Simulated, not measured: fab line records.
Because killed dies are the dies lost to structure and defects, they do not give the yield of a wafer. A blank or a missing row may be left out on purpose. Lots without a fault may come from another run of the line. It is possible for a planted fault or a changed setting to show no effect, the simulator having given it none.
Comparing a struck lot with a sound one :: flow nand-harc :: 15 steps out of a route of 1159
Sound: wafers L246.2, L246.4, L246.5. Wafers L237.1, L237.3, L237.4 were the ones struck. The cause is named last.
At each step with rows: each side's tool, then ch and its chambers, then its first start. Under that, the readings that differ: sound wafers :: struck wafers :: difference of the means :: sigmas: that difference in standard deviations of wafers without a fault.
alike: readings with means less than 2 such deviations apart, plus words and numbers identical on both sides. not compared: withheld readings, readings lacking a value on some wafer, bounds such as >300 that could conceal the same value, and numbers that have no deviation in the record and whose values overlap.
Wherever a step has rows on one side only, a row that says differs or no value, or a row with sigmas, the two part there. Numbers that don't overlap but have no deviation are shown without sigmas and don't part them. A reading missing from all wafers of one side parts the sides only when that side holds two or more wafers.

NHARC_A_M1_PVD_20: deposits TaN, target thk 5 nm, time 8.06 s.
  sound on pvd-sputter-01; struck on pvd-sputter-03
  alike: throttle-valve-pct
NHARC_A_M1_PVD_21: deposits Cu, target thk 30 nm, time 20.49 s.
  sound on pvd-sputter-01; struck on pvd-sputter-03
  alike: throttle-valve-pct
then, 3 steps without rows for these wafers: NHARC_A_M1_ECD_22 (material Cu, target thk 400 nm); NHARC_A_M1_ANNEAL_31 (time 90 s); NHARC_A_M1_CMP_23 (polishes, t overpolish 20 s, target thk 154.34 nm).
NHARC_A_M1_THK_MEAS_24: measures by xrf.
  sound on film-metro-02 at day 23 04:40; struck on film-metro-01 at day 22 08:50
  alike: thk-nm
then, 1 step without rows for these wafers: NHARC_A_M1_SRD_25.
NHARC_A_M1_INSPECT_27:
  sound on defect-inspect-02 at day 23 04:50; struck on defect-inspect-01 at day 22 09:00
  alike: raw-defect-count
NHARC_A_M1_PRE_CLEAN_32: time 12 s.
  sound on pecvd-04 ch 1,2, day 23 04:55; struck on pecvd-02 ch 0,1,2, day 22 09:04
  alike: heater-power-w
  not compared: since-wet-clean-h
NHARC_A_M1_DEP_33: deposits SiCN, target thk 30 nm.
  sound on pecvd-04 ch 1,2, day 23 05:01; struck on pecvd-02 ch 0,1,2, day 22 09:09
  alike: heater-power-w, showerhead-vpp-V
  not compared: since-wet-clean-h
NHARC_A_BONDPAD_DEP_00: deposits SiCN, target thk 250 nm.
  sound on pecvd-03 ch 1,2, day 23 05:31; struck on pecvd-01 ch 0,1, day 22 09:57
  alike: heater-power-w, showerhead-vpp-V
  not compared: since-wet-clean-h
NHARC_A_BONDPAD_CMP_29: polishes SiCN, target thk 200 nm.
  sound on cmp-04 ch 2,3, day 23 05:56; struck on cmp-04 ch 0,1,3, day 22 10:19
  no value came back on the struck wafers for edge-zone-pressure-frac, motor-current-A (A); on the sound wafers edge-zone-pressure-frac reads 1.000 0.991 1.004
NHARC_A_BONDPAD_THK_MEAS_30: measures by ellipsometry.
  sound on film-metro-02 at day 23 06:11; struck on film-metro-02 at day 22 10:34
reading: thk-nm (nm)
sound: 202.6 199.2 199.7
struck: 250.1 249.8 254.9
difference: +51.1
sigmas: +30
then, 1 step without rows for these wafers: NHARC_A_BONDPAD_SRD_31.
NHARC_END_SORT_01:
  the record has rows for the struck wafers here (prober-01 ch 0, day 23 21:34) and none for the sound ones

== WHERE THEY PART ==
Last at NHARC_END_SORT_01 as far as this record goes, first at NHARC_A_BONDPAD_CMP_29.

WHY: what had been put in by the simulator
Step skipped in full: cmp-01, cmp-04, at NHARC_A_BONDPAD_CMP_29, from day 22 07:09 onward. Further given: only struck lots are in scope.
